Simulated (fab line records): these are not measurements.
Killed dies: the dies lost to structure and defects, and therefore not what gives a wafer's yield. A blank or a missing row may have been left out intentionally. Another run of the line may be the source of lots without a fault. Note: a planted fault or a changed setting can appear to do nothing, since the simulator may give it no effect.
Which tool did it? | flow nand-harc | 72 wafers from 24 lots sampled at 6 of the route's 1159 steps

== WHAT THE GAUGES SHOWED, per wafer ==
The record holds no reading of a measuring or inspecting step that can be judged against a usual standard deviation.

== TOOL THAT RAN EACH LOT (tool first, then ch and the chambers of the sampled wafers, then the start) ==
lot  | NHARC_A_STAIRCASE_TRIM_222                    | NHARC_A_STAIRCASE_ETCH_225                    | NHARC_A_STAIRCASE_ETCH_236                    | NHARC_A_STAIRCASE_STRIP_238          | NHARC_A_STAIRCASE_DESCUM_252       | NHARC_A_STAIRCASE_DEP_417
L075 | rie-diel-02 ch 0,3, day 11 18:10 or earlier   | rie-diel-02 ch 1,2,3, day 11 18:10 or earlier | rie-diel-08 ch 1,2,3, day 11 18:10 or earlier | plasma-asher-01 ch 0,1, day 11 18:10 | rie-diel-05 ch 0,2, day 11 19:40   | pecvd-03 ch 0,1,2, day 12 09:26
L074 | rie-diel-05 ch 1,2,3, day 11 20:40 or earlier | rie-diel-05 ch 1,2,3, day 11 20:40 or earlier | rie-diel-02 ch 0,1,2, day 11 20:40 or earlier | plasma-asher-01 ch 0,1, day 11 20:40 | rie-diel-05 ch 0,2,3, day 11 22:09 | pecvd-02 ch 0,1, day 12 14:38
L078 | rie-diel-05 ch 0,1,3, day 12 01:23 or earlier | rie-diel-05 ch 1,2, day 12 01:23 or earlier   | rie-diel-08 ch 2,3, day 12 01:23 or earlier   | plasma-asher-01 ch 0,1, day 12 01:23 | rie-diel-08 ch 1,2, day 12 02:45   | pecvd-03 ch 0,1,2, day 12 18:45
L076 | rie-diel-08 ch 0,1,2, day 12 01:38 or earlier | rie-diel-08 ch 0,1,3, day 12 01:38 or earlier | rie-diel-02 ch 1,2,3, day 12 01:38 or earlier | plasma-asher-02 ch 0,1, day 12 01:38 | rie-diel-05 ch 0,1,3, day 12 03:10 | pecvd-03 ch 0,1, day 12 18:10
L077 | rie-diel-02 ch 0,3, day 12 05:19 or earlier   | rie-diel-02 ch 0,1,3, day 12 05:19 or earlier | rie-diel-02 ch 0,1, day 12 05:19 or earlier   | plasma-asher-01 ch 0,1, day 12 05:19 | rie-diel-05 ch 0,2,3, day 12 06:37 | pecvd-02 ch 0,1,2, day 12 19:49
L079 | rie-diel-08 ch 0,2,3, day 12 05:48 or earlier | rie-diel-08 ch 0,2,3, day 12 05:48 or earlier | rie-diel-02 ch 2,3, day 12 05:48 or earlier   | plasma-asher-02 ch 0,1, day 12 05:48 | rie-diel-08 ch 0,2,3, day 12 07:10 | pecvd-03 ch 0,1,2, day 12 21:36
L080 | rie-diel-05 ch 0,2,3, day 12 09:38 or earlier | rie-diel-05 ch 0,1,2, day 12 09:38 or earlier | rie-diel-05 ch 0,3, day 12 09:38 or earlier   | plasma-asher-01 ch 1, day 12 09:38   | rie-diel-02 ch 0,2,3, day 12 11:08 | pecvd-02 ch 0,2, day 13 01:13
L081 | rie-diel-02 ch 0,1,3, day 12 23:59 or earlier | rie-diel-02 ch 0,1, day 12 23:59 or earlier   | rie-diel-08 ch 1,2, day 12 23:59 or earlier   | plasma-asher-02 ch 0,1, day 12 23:59 | rie-diel-08 ch 0,1,3, day 13 01:31 | pecvd-04 ch 1,2, day 13 17:21
L084 | rie-diel-02 ch 0,1,2, day 13 12:59 or earlier | rie-diel-02 ch 1,2,3, day 13 12:59 or earlier | rie-diel-08 ch 0,1,3, day 13 12:59 or earlier | plasma-asher-02 ch 0,1, day 13 12:59 | rie-diel-05 ch 2,3, day 13 14:28   | pecvd-04 ch 0,1,2, day 14 05:34
L083 | rie-diel-05 ch 2,3, day 13 14:05 or earlier   | rie-diel-05 ch 1,3, day 13 14:05 or earlier   | rie-diel-05 ch 0,1,2, day 13 14:05 or earlier | plasma-asher-01 ch 0,1, day 13 14:05 | rie-diel-02 ch 0,1,2, day 13 15:31 | pecvd-02 ch 0,2, day 14 09:52
L082 | rie-diel-02 ch 0,1,3, day 13 14:23 or earlier | rie-diel-02 ch 0,2, day 13 14:23 or earlier   | rie-diel-05 ch 0,1, day 13 14:23 or earlier   | plasma-asher-02 ch 0,1, day 13 14:23 | rie-diel-02 ch 0,2, day 13 15:53   | pecvd-03 ch 0,2, day 14 10:18
L087 | rie-diel-05 ch 1,3, day 14 07:23 or earlier   | rie-diel-05 ch 1,2,3, day 14 07:23 or earlier | rie-diel-05 ch 1,3, day 14 07:23 or earlier   | plasma-asher-01 ch 0,1, day 14 07:23 | rie-diel-08 ch 0,1, day 14 08:51   | pecvd-04 ch 0,2, day 14 22:40
L088 | rie-diel-08 ch 1,3, day 14 11:41 or earlier   | rie-diel-08 ch 0,2,3, day 14 11:41 or earlier | rie-diel-02 ch 1,2, day 14 11:41 or earlier   | plasma-asher-01 ch 0,1, day 14 11:41 | rie-diel-02 ch 1,2,3, day 14 13:08 | pecvd-04 ch 0,2, day 15 06:01
L085 | rie-diel-08 ch 0,1, day 14 12:20 or earlier   | rie-diel-08 ch 0,3, day 14 12:20 or earlier   | rie-diel-08 ch 0,3, day 14 12:20 or earlier   | plasma-asher-01 ch 0,1, day 14 12:20 | rie-diel-02 ch 2,3, day 14 13:50   | pecvd-04 ch 0,1,2, day 15 07:42
L086 | rie-diel-02 ch 1,2, day 14 12:37 or earlier   | rie-diel-02 ch 0,1,3, day 14 12:37 or earlier | rie-diel-08 ch 1,2, day 14 12:37 or earlier   | plasma-asher-02 ch 0,1, day 14 12:37 | rie-diel-08 ch 2,3, day 14 14:09   | pecvd-03 ch 0,2, day 15 09:22
L089 | rie-diel-05 ch 0,1,3, day 15 01:28 or earlier | rie-diel-05 ch 1,2, day 15 01:28 or earlier   | rie-diel-05 ch 1,2, day 15 01:28 or earlier   | plasma-asher-02 ch 0,1, day 15 01:28 | rie-diel-02 ch 1,2, day 15 02:54   | pecvd-02 ch 0,1,2, day 15 18:58
L091 | rie-diel-02 ch 1,2,3, day 15 06:50 or earlier | rie-diel-02 ch 1,2, day 15 06:50 or earlier   | rie-diel-08 ch 0,1,3, day 15 06:50 or earlier | plasma-asher-02 ch 0,1, day 15 06:50 | rie-diel-02 ch 1,3, day 15 08:19   | pecvd-02 ch 1,2, day 15 21:43
L090 | rie-diel-02 ch 0,1,2, day 15 11:49 or earlier | rie-diel-02 ch 0,2,3, day 15 11:49 or earlier | rie-diel-02 ch 0,2,3, day 15 11:49 or earlier | plasma-asher-01 ch 0,1, day 15 11:49 | rie-diel-08 ch 1,2, day 15 13:20   | pecvd-04 ch 0,1,2, day 16 04:11
L094 | rie-diel-08 ch 0,1,2, day 15 22:29 or earlier | rie-diel-08 ch 0,2, day 15 22:29 or earlier   | rie-diel-02 ch 0,2, day 15 22:29 or earlier   | plasma-asher-02 ch 0,1, day 15 22:29 | rie-diel-02 ch 0,1,2, day 15 23:55 | pecvd-03 ch 0,1,2, day 16 16:19
L092 | rie-diel-05 ch 1,2, day 15 23:48 or earlier   | rie-diel-05 ch 0,2,3, day 15 23:48 or earlier | rie-diel-02 ch 1,2,3, day 15 23:48 or earlier | plasma-asher-02 ch 0,1, day 15 23:48 | rie-diel-08 ch 0,1,3, day 16 01:13 | pecvd-03 ch 0,1, day 16 17:55
L093 | rie-diel-08 ch 0,1,3, day 16 00:26 or earlier | rie-diel-08 ch 0,2,3, day 16 00:26 or earlier | rie-diel-08 ch 0,1,3, day 16 00:26 or earlier | plasma-asher-01 ch 0,1, day 16 00:26 | rie-diel-08 ch 0,1,3, day 16 01:52 | pecvd-03 ch 1,2, day 16 17:41
L095 | rie-diel-05 ch 0,3, day 16 09:28 or earlier   | rie-diel-05 ch 0,1,2, day 16 09:28 or earlier | rie-diel-05 ch 1,2,3, day 16 09:28 or earlier | plasma-asher-02 ch 0,1, day 16 09:28 | rie-diel-05 ch 0,1,2, day 16 10:53 | pecvd-02 ch 0,1,2, day 17 02:50
L096 | rie-diel-02 ch 0,2,3, day 16 12:37 or earlier | rie-diel-02 ch 2,3, day 16 12:37 or earlier   | rie-diel-05 ch 1,2,3, day 16 12:37 or earlier | plasma-asher-02 ch 0,1, day 16 12:37 | rie-diel-08 ch 0,3, day 16 14:08   | pecvd-02 ch 0,1,2, day 17 04:49
L097 | rie-diel-08 ch 0,1,3, day 17 00:28 or earlier | rie-diel-08 ch 0,1, day 17 00:28 or earlier   | rie-diel-05 ch 0,1,2, day 17 00:28 or earlier | plasma-asher-01 ch 0,1, day 17 00:28 | rie-diel-05 ch 2,3, day 17 01:59   | pecvd-03 ch 0,2, day 17 16:44
- NHARC_A_STAIRCASE_TRIM_222: chemistry O2, time 211.2 s.
- NHARC_A_STAIRCASE_ETCH_225: etches the open film in C4F8/O2, target depth 100 nm, time 40.5 s.
- NHARC_A_STAIRCASE_ETCH_236: etches the open film in C4F8/O2, target depth 100 nm, time 40.5 s.
- NHARC_A_STAIRCASE_STRIP_238: strips in O2.
- NHARC_A_STAIRCASE_DESCUM_252: chemistry O2, time 3 s.
- NHARC_A_STAIRCASE_DEP_417: deposits Si3N4, target thk 60 nm.

== WHAT THE TOOLS THEMSELVES READ (means of the sampled wafers that have a number; where no wafer has one, the mark that the record gives instead) ==
NHARC_A_STAIRCASE_TRIM_222.
lot  | tool        | drypump-motor-current-A (A) | oes-product-au (a.u.) | rf-vpp-V (V) | showerhead-plenum-p-Torr (Torr) | throttle-valve-pct (%)
L075 | rie-diel-02 | 5.4                         | 1.003                 | 57.2         | 3.56                            | 17.035
L074 | rie-diel-05 | 5.7                         | 1.010                 | 58.0         | 3.55                            | 17.036
L078 | rie-diel-05 | 5.6                         | 0.997                 | 57.0         | 3.39                            | 17.040
L076 | rie-diel-08 | 6.2                         | 1.005                 | 57.4         | 3.31                            | 17.042
L077 | rie-diel-02 | 5.4                         | 1.003                 | 58.0         | 3.55                            | 17.033
L079 | rie-diel-08 | 6.0                         | 1.015                 | 56.4         | 3.36                            | 17.036
L080 | rie-diel-05 | 5.7                         | 1.002                 | 57.9         | 3.51                            | 17.028
L081 | rie-diel-02 | 5.6                         | 1.007                 | 57.5         | 3.54                            | 17.036
L084 | rie-diel-02 | 5.9                         | 0.995                 | 58.3         | 3.46                            | 17.033
L083 | rie-diel-05 | 5.8                         | 1.000                 | 58.6         | 3.66                            | 17.038
L082 | rie-diel-02 | 5.6                         | 1.003                 | 57.9         | 3.54                            | 17.042
L087 | rie-diel-05 | 5.6                         | 1.007                 | 57.6         | 3.41                            | 17.039
L088 | rie-diel-08 | 6.3                         | 0.992                 | 56.7         | 3.37                            | 17.042
L085 | rie-diel-08 | 6.1                         | 1.008                 | 57.9         | 3.32                            | 17.027
L086 | rie-diel-02 | 5.7                         | 0.997                 | 57.3         | 3.43                            | 17.029
L089 | rie-diel-05 | 5.6                         | 1.002                 | 57.4         | 3.37                            | 17.043
L091 | rie-diel-02 | 5.4                         | 1.007                 | 57.2         | 3.50                            | 17.041
L090 | rie-diel-02 | 5.9                         | 0.999                 | 57.7         | 3.46                            | 17.034
L094 | rie-diel-08 | 6.1                         | 0.999                 | 57.4         | 3.48                            | 17.036
L092 | rie-diel-05 | 6.2                         | 1.018                 | 57.1         | 3.64                            | 17.035
L093 | rie-diel-08 | 6.1                         | 0.996                 | 57.6         | 3.36                            | 17.037
L095 | rie-diel-05 | 5.2                         | 1.001                 | 56.5         | 3.38                            | 17.030
L096 | rie-diel-02 | 5.6                         | 1.011                 | 57.1         | 3.46                            | 17.034
L097 | rie-diel-08 | 6.1                         | 1.001                 | 57.6         | 3.35                            | 17.040

NHARC_A_STAIRCASE_ETCH_225.
lot  | tool        | oes-product-au (a.u.) | rf-vpp-V (V)
L075 | rie-diel-02 | 0.935                 | 897
L074 | rie-diel-05 | 0.948                 | 896
L078 | rie-diel-05 | 0.950                 | 896
L076 | rie-diel-08 | 0.938                 | 890
L077 | rie-diel-02 | 0.943                 | 897
L079 | rie-diel-08 | 0.959                 | 890
L080 | rie-diel-05 | 0.951                 | 895
L081 | rie-diel-02 | 0.937                 | 895
L084 | rie-diel-02 | 0.943                 | 896
L083 | rie-diel-05 | 0.966                 | 891
L082 | rie-diel-02 | 0.933                 | 891
L087 | rie-diel-05 | 0.953                 | 896
L088 | rie-diel-08 | 0.941                 | 896
L085 | rie-diel-08 | 0.951                 | 892
L086 | rie-diel-02 | 0.950                 | 896
L089 | rie-diel-05 | 0.945                 | 896
L091 | rie-diel-02 | 0.937                 | 895
L090 | rie-diel-02 | 0.941                 | 893
L094 | rie-diel-08 | 0.941                 | 894
L092 | rie-diel-05 | 0.945                 | 894
L093 | rie-diel-08 | 0.944                 | 895
L095 | rie-diel-05 | 0.952                 | 894
L096 | rie-diel-02 | 0.956                 | 892
L097 | rie-diel-08 | 0.944                 | 888

NHARC_A_STAIRCASE_ETCH_236.
lot  | tool        | oes-product-au (a.u.) | rf-vpp-V (V)
L075 | rie-diel-08 | 0.936                 | 889
L074 | rie-diel-02 | 0.938                 | 895
L078 | rie-diel-08 | 0.949                 | 892
L076 | rie-diel-02 | 0.932                 | 896
L077 | rie-diel-02 | 0.944                 | 895
L079 | rie-diel-02 | 0.943                 | 896
L080 | rie-diel-05 | 0.940                 | 890
L081 | rie-diel-08 | 0.952                 | 887
L084 | rie-diel-08 | 0.955                 | 891
L083 | rie-diel-05 | 0.940                 | 896
L082 | rie-diel-05 | 0.934                 | 890
L087 | rie-diel-05 | 0.939                 | 892
L088 | rie-diel-02 | 0.954                 | 892
L085 | rie-diel-08 | 0.949                 | 889
L086 | rie-diel-08 | 0.933                 | 895
L089 | rie-diel-05 | 0.955                 | 897
L091 | rie-diel-08 | 0.939                 | 891
L090 | rie-diel-02 | 0.948                 | 894
L094 | rie-diel-02 | 0.949                 | 891
L092 | rie-diel-02 | 0.944                 | 895
L093 | rie-diel-08 | 0.939                 | 889
L095 | rie-diel-05 | 0.947                 | 896
L096 | rie-diel-05 | 0.948                 | 897
L097 | rie-diel-05 | 0.948                 | 894

NHARC_A_STAIRCASE_STRIP_238.
lot  | tool            | drypump-motor-current-A (A) | heater-power-w (W)
L075 | plasma-asher-01 | 5.47                        | 316
L074 | plasma-asher-01 | 5.48                        | 322
L078 | plasma-asher-01 | 5.45                        | 330
L076 | plasma-asher-02 | 5.84                        | 315
L077 | plasma-asher-01 | 5.43                        | 324
L079 | plasma-asher-02 | 5.82                        | 314
L080 | plasma-asher-01 | 5.48                        | 311
L081 | plasma-asher-02 | 5.98                        | 325
L084 | plasma-asher-02 | 5.98                        | 324
L083 | plasma-asher-01 | 5.45                        | 329
L082 | plasma-asher-02 | 5.84                        | 311
L087 | plasma-asher-01 | 5.43                        | 333
L088 | plasma-asher-01 | 5.46                        | 330
L085 | plasma-asher-01 | 5.43                        | 334
L086 | plasma-asher-02 | 5.98                        | 324
L089 | plasma-asher-02 | 5.84                        | 319
L091 | plasma-asher-02 | 5.85                        | 318
L090 | plasma-asher-01 | 5.46                        | 315
L094 | plasma-asher-02 | 5.86                        | 312
L092 | plasma-asher-02 | 5.85                        | 319
L093 | plasma-asher-01 | 5.45                        | 333
L095 | plasma-asher-02 | 5.85                        | 308
L096 | plasma-asher-02 | 5.98                        | 316
L097 | plasma-asher-01 | 5.45                        | 331

NHARC_A_STAIRCASE_DESCUM_252.
lot  | tool        | drypump-motor-current-A (A) | oes-product-au (a.u.) | rf-vpp-V (V) | showerhead-plenum-p-Torr (Torr) | throttle-valve-pct (%)
L075 | rie-diel-05 | 6.2                         | 1.013                 | 57.6         | 1.97                            | 11.308
L074 | rie-diel-05 | 5.7                         | 0.998                 | 58.4         | 1.91                            | 11.314
L078 | rie-diel-08 | 6.4                         | 1.004                 | 57.4         | 1.79                            | 11.306
L076 | rie-diel-05 | 5.5                         | 1.007                 | 58.2         | 1.83                            | 11.318
L077 | rie-diel-05 | 5.7                         | 0.997                 | 57.4         | 1.90                            | 11.312
L079 | rie-diel-08 | 6.0                         | 1.012                 | 57.7         | 1.82                            | 11.311
L080 | rie-diel-02 | 5.6                         | 0.996                 | 57.6         | 1.89                            | 11.310
L081 | rie-diel-08 | 6.1                         | 1.012                 | 57.9         | 1.82                            | 11.300
L084 | rie-diel-05 | 5.8                         | 1.006                 | 58.5         | 1.99                            | 11.317
L083 | rie-diel-02 | 5.9                         | 0.996                 | 57.4         | 1.88                            | 11.304
L082 | rie-diel-02 | 6.1                         | 1.002                 | 57.9         | 1.85                            | 11.310
L087 | rie-diel-08 | 6.3                         | 1.004                 | 57.1         | 1.79                            | 11.310
L088 | rie-diel-02 | 5.4                         | 1.004                 | 57.5         | 1.90                            | 11.313
L085 | rie-diel-02 | 5.4                         | 0.993                 | 57.0         | 1.86                            | 11.311
L086 | rie-diel-08 | 6.0                         | 0.995                 | 57.3         | 1.94                            | 11.316
L089 | rie-diel-02 | 5.7                         | 1.003                 | 57.5         | 1.86                            | 11.321
L091 | rie-diel-02 | 5.4                         | 1.003                 | 57.5         | 1.94                            | 11.310
L090 | rie-diel-08 | 6.2                         | 1.005                 | 58.5         | 1.98                            | 11.318
L094 | rie-diel-02 | 5.9                         | 1.000                 | 56.9         | 1.87                            | 11.318
L092 | rie-diel-08 | 6.1                         | 0.998                 | 57.6         | 1.81                            | 11.313
L093 | rie-diel-08 | 6.1                         | 0.993                 | 57.7         | 1.81                            | 11.307
L095 | rie-diel-05 | 6.1                         | 0.998                 | 57.9         | 1.89                            | 11.318
L096 | rie-diel-08 | 5.9                         | 1.000                 | 57.4         | 1.81                            | 11.308
L097 | rie-diel-05 | 5.3                         | 0.994                 | 57.4         | 1.92                            | 11.312

NHARC_A_STAIRCASE_DEP_417.
lot  | tool     | heater-power-w (W)
L075 | pecvd-03 | 667
L074 | pecvd-02 | 808
L078 | pecvd-03 | 731
L076 | pecvd-03 | 618
L077 | pecvd-02 | 744
L079 | pecvd-03 | 714
L080 | pecvd-02 | 683
L081 | pecvd-04 | 783
L084 | pecvd-04 | 653
L083 | pecvd-02 | 695
L082 | pecvd-03 | 731
L087 | pecvd-04 | 590
L088 | pecvd-04 | 617
L085 | pecvd-04 | 624
L086 | pecvd-03 | 700
L089 | pecvd-02 | 738
L091 | pecvd-02 | 759
L090 | pecvd-04 | 699
L094 | pecvd-03 | 671
L092 | pecvd-03 | 652
L093 | pecvd-03 | 652
L095 | pecvd-02 | 716
L096 | pecvd-02 | 712
L097 | pecvd-03 | 735

== THE ANSWER, worked out from the rows above alone ==
Rule: the lots themselves supply what counts as usual. The widest of any qualifying gaps counts: lots, ordered by their means at a reading, are off when they make up no more than a third of the lots, leave a main group of 4 or more, and stand apart from it by 3 or more times the standard deviation of that group's means. Not used: any main group whose means are identical at the precision the tables above print for the reading. Also off: a lot with no number at a reading for which 4 or more lots have one. The other lots that the step has rows for count as sound. After the gauges, taken in route order, come the tools' own readings; for these a lot's mean is taken, as printed above. At the first step where some lot is off, the reading lying furthest off is the one used; lots without a number count as furthest.
None of the lots is off at any reading shown; this tells nothing.

== WHAT THE SIMULATOR HAD INSERTED ==
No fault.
